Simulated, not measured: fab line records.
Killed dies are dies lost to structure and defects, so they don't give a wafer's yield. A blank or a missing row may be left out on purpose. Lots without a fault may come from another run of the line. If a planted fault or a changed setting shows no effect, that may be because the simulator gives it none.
Matching of chambers | flow nandHarc | NHARC_P_CONTACT_ETCH_35 on rieDiel-09 has 4 sister chambers
The step etches the open film in CF4, target depth 39 nm, time 65 s. 8 wafers are shown with their chamber, then 8 later ones without.

== WAFERS WITH THEIR CHAMBER ==
wafer  | chamber | drypumpMotorCurrentA (A) | oesProductAu (a.u.)
L271.6 | 0       | 5.8                      | 1.008
L279.3 | 3       | 5.9                      | 0.964
L279.5 | 1       | 5.6                      | 1.017
L281.3 | 3       | 5.9                      | 0.965
L283.1 | 0       | 5.8                      | 1.000
L283.2 | 2       | 6.1                      | 1.005
L283.4 | 1       | 5.5                      | 1.006
L288.1 | 2       | 6.1                      | 0.993

== WAFERS WITH NO CHAMBER GIVEN ==
wafer  | drypumpMotorCurrentA (A) | oesProductAu (a.u.)
L288.2 | 5.8                      | 1.003
L288.3 | 5.5                      | 0.998
L290.3 | 5.8                      | 0.997
L290.4 | 5.6                      | 0.993
L290.6 | 5.9                      | 0.970
L292.1 | 5.9                      | 0.963
L292.4 | 6.1                      | 0.986
L292.5 | 5.9                      | 0.970

== THE CHAMBER EACH PASSED THROUGH ==
wafer  | from the rows above | in truth
L288.2 | 0                   | 0
L288.3 | 1                   | 1
L290.3 | 0                   | 0
L290.4 | 1                   | 1
L290.6 | 3                   | 3
L292.1 | 3                   | 3
L292.4 | 2                   | 2
L292.5 | 3                   | 3
8 of 8 placed correctly. Left unplaced by these rows: 0. 0 placed wrongly.
How it was worked out, from the rows above alone: a wafer's distance from a chamber is the root of the sum, over the readings, of the square of ((its reading less the chamber's mean) divided by the reading's scatter). If the next closest chamber is less than 2 further off than the closest, the wafer can't be placed; otherwise it belongs to the closest. For every chamber, the mean is computed from those of its wafers that are shown. The scatter is the square root of a quotient: the sum, over the shown wafers, of each reading's squared deviation from its chamber's mean, divided by wafers minus chambers.
